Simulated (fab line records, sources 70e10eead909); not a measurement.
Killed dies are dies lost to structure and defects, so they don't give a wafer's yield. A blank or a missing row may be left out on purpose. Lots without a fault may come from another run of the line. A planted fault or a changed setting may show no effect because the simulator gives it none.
Chamber matching | flow nand_harc | NHARC_A_CONTACT_DEP_24 on pecvd-02: 3 sister chambers
The step deposits SiO2, target thk 500 nm. 14 wafers are shown with their chamber, then 7 later ones without.

WAFERS WITH THEIR CHAMBER
wafer  | chamber | throttle_valve_pct (%) | heater_power_w (W)
L076.1 | 2       | 16.5                   | 472
L076.2 | 1       | 15.4                   | 589
L076.3 | 0       | 16.6                   | 499
L077.2 | 0       | 16.6                   | 390
L077.3 | 2       | 16.6                   | 497
L077.4 | 1       | 15.5                   | 622
L079.1 | 2       | 16.6                   | 471
L079.2 | 0       | 16.5                   | 454
L079.6 | 0       | 16.6                   | 469
L086.2 | 0       | 16.7                   | 416
L086.4 | 0       | 16.9                   | 439
L086.6 | 1       | 15.5                   | 574
L087.1 | 2       | 16.7                   | 592
L087.2 | 0       | 16.1                   | 460

SIGNATURES (means of the wafers above)
reading            | chamber 0 | chamber 1 | chamber 2 | scatter within a chamber
throttle_valve_pct | 16.571    | 15.467    | 16.600    | 0.186
heater_power_w     | 446.71    | 595.00    | 508.00    | 41.3
Rule: a wafer's distance from a chamber is the root of the sum, over the readings, of the square of ((its reading less the chamber's mean) divided by the reading's scatter). The wafer belongs to the nearest chamber; if the next one is less than 2 further off, it can't be placed. The scatter: the root of (the sum of the squares of (reading less its chamber's mean) over the shown wafers, divided by (wafers less chambers)).

WAFERS WITHOUT THEIR CHAMBER
wafer  | throttle_valve_pct (%) | heater_power_w (W)
L087.3 | 15.7                   | 618
L092.2 | 15.5                   | 591
L092.3 | 16.4                   | 477
L092.4 | 16.9                   | 610
L094.1 | 15.5                   | 556
L094.5 | 16.5                   | 610
L094.6 | 15.7                   | 572

WHICH CHAMBER EACH WENT THROUGH
wafer  | from the rows above     | in truth
L087.3 | 1                       | 1
L092.2 | 1                       | 1
L092.3 | can't be placed: 0 or 2 | 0
L092.4 | can't be placed: 2 or 0 | 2
L094.1 | 1                       | 1
L094.5 | can't be placed: 2 or 0 | 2
L094.6 | 1                       | 1
Placed correctly: 4 of 7. Can't be placed from these rows: 3 (the true chamber is among the candidates in 3). Placed wrongly: 0.
